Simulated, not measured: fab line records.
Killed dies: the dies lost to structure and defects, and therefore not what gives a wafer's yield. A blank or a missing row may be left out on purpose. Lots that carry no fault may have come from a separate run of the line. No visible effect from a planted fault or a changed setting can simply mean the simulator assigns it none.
Struck lot and sound lot, side by side -- flow nandHarc -- 33 out of 1302 route steps
Sound: the wafers L979.2, L979.3, L979.5. Struck: wafer L981.6 (L981.1, L981.5, from the same lot, were not struck and are left out); the cause is given at the end.
Order at every step that has rows: each side's tool, ch and its chambers, its first start. Under that, the readings that differ: sound wafers -- struck wafers -- difference of the means -- sigmas: that difference in standard deviations of wafers without a fault.
alike: same words and numbers on both sides, and readings whose means sit less than 2 such deviations apart. not compared: any withheld reading, any reading some wafer has no value for, any bound like >300 that may hide the same value, and any number with overlapping values for which the record gives no deviation.
Wherever a step has rows on one side only, a row that says differs or no value, or a row with sigmas, the two part there. Numbers that have no deviation but don't overlap get no sigmas and don't part them. A reading missing from all wafers of one side parts the sides only when that side holds two or more wafers.

NHARC_A_M0_DESCUM_14: chemistry O2, time 3 s.
  sound on rieDiel-01 ch 0,3, day 23 16:15; struck on rieDiel-08 ch 0, day 24 11:44
reading,sound,struck,difference,sigmas
drypumpMotorCurrentA (A),4.9 5.7 4.9,6.4,+1.2,+3
  alike: oesProductAu, rfVppV, showerheadPlenumPTorr, throttleValvePct
  not compared: rfHoursCounterH
then, 1 step without rows for these wafers: NHARC_A_M0_ETCH_34 (etches the open film in N2/H2, target depth 40 nm, overetch 12 nm, time 43.94 s).
NHARC_A_M0_ETCH_15: etches the open film in C4F8/Ar, target depth 150 nm, overetch 15 nm, time 82.5 s.
  sound on rieDiel-01 ch 0,2,3; struck on rieDiel-08 ch 1
reading,sound,struck,difference,sigmas
oesProductAu (a.u.),0.941 0.927 0.916,0.987,+0.059,+3
  alike: rfVppV
  not compared: rfHoursCounterH
NHARC_A_M0_CD_MEAS_16:
  sound: cdSem-03 at day 23 16:33; struck: cdSem-01 at day 24 12:02
reading,sound,struck,difference,sigmas
cdNm (nm),79.2 79.3 79.3,80.8,+1.5,+2
then, 2 steps without rows for these wafers: NHARC_A_M0_STRIP_18 (strips in N2/H2); NHARC_A_M0_STRIP_19 (strips in post etch residue remover, time 600 s).
NHARC_A_M0_DEGAS_28: time 60 s.
  sound: pvdSputter-01 at day 23 17:10; struck: pvdSputter-01 at day 24 12:41
  alike: heaterPowerW
then, 2 steps without rows for these wafers: NHARC_A_M0_PRE_CLEAN_29 (time 30 s); NHARC_A_M0_PVD_20 (deposits TaN, target thk 5 nm, time 8.06 s).
NHARC_A_M0_PVD_21: deposits Cu, target thk 30 nm, time 20.49 s.
  sound on pvdSputter-01; struck on pvdSputter-01
reading,sound,struck,difference,sigmas
throttleValvePct (%),31.8 30.4 32.0,27.7,-3.7,-3
then, 2 steps without rows for these wafers: NHARC_A_M0_ECD_22 (material Cu, target thk 400 nm); NHARC_A_M0_ANNEAL_30 (time 90 s).
NHARC_A_M0_CMP_23: polishes, t overpolish 20 s, target thk 113.75 nm.
  sound on cmp-02 ch 0,1, day 23 18:33; struck on cmp-01 ch 1, day 24 13:50
  alike: edgeZonePressureFrac, motorCurrentA, slurryFilterDpKPa, timeToEndpointS
NHARC_A_M0_THK_MEAS_24: measures by xrf.
  sound: filmMetro-01 at day 23 18:52; struck: filmMetro-01 at day 24 14:04
  alike: thkNm
following that, these wafers have no rows for 1 step: NHARC_A_M0_SRD_25.
NHARC_A_M0_INSPECT_27:
  sound: defectInspect-02 at day 23 19:01; struck: defectInspect-01 at day 24 14:13
reading,sound,struck,difference,sigmas
rawDefectCount,515 606 788,990,+354,+3
then, 1 step without rows for these wafers: NHARC_A_M0_PRE_CLEAN_31 (time 12 s).
NHARC_A_M0_DEP_32: deposits SiCN, target thk 30 nm.
  sound on pecvd-02 ch 0,1,2, day 23 19:10; struck on pecvd-02 ch 1, day 24 14:25
  alike: heaterPowerW
then, 10 steps without rows for these wafers: NHARC_A_M1_DEP_00 (deposits SiOC, target thk 182.5 nm); NHARC_A_M1_DEHYDRATE_01 (time 120 s); NHARC_A_M1_HMDS_02 (time 30 s); NHARC_A_M1_COAT_34 (time 65 s); NHARC_A_M1_COAT_03 (resist thk 90 nm); NHARC_A_M1_SOFTBAKE_04 (time 55 s); NHARC_A_M1_EBR_05; NHARC_A_M1_EXPOSE_06 (exposes mask A M1, target cd 120 nm); NHARC_A_M1_PEB_07 (peb time 65 s); NHARC_A_M1_DEVELOP_08 (develop time 35 s).
NHARC_A_M1_CD_MEAS_09: target cd 120 nm.
  sound on cdSem-02 ch 0, day 23 20:25; struck on cdSem-03 ch 0, day 24 15:29
reading,sound,struck,difference,sigmas
cdNm (nm),119.4 119.3 119.7,120.6,+1.1,+2
NHARC_A_M1_OVL_MEAS_10: pitch 240 nm.
  sound: overlay-02 at day 23 20:31; struck: overlay-02 at day 24 15:35
  alike: overlayXNm, overlayYNm
NHARC_A_M1_INSPECT_11:
  sound: defectInspect-02 at day 23 20:33; struck: defectInspect-01 at day 24 15:37
reading,sound,struck,difference,sigmas
rawDefectCount,108 98 101,498,+396,+9
then, 1 step without rows for these wafers: NHARC_A_M1_DESCUM_14 (chemistry O2, time 3 s).
NHARC_END_SORT_01:
  here the record holds rows for the struck wafers (prober-02 ch 0, day 26 06:29) but none for the sound ones

== WHERE THEY PART ==
Last at NHARC_END_SORT_01 as far as this record goes, first at NHARC_A_M0_DESCUM_14.

WHY: the cause the simulator had injected
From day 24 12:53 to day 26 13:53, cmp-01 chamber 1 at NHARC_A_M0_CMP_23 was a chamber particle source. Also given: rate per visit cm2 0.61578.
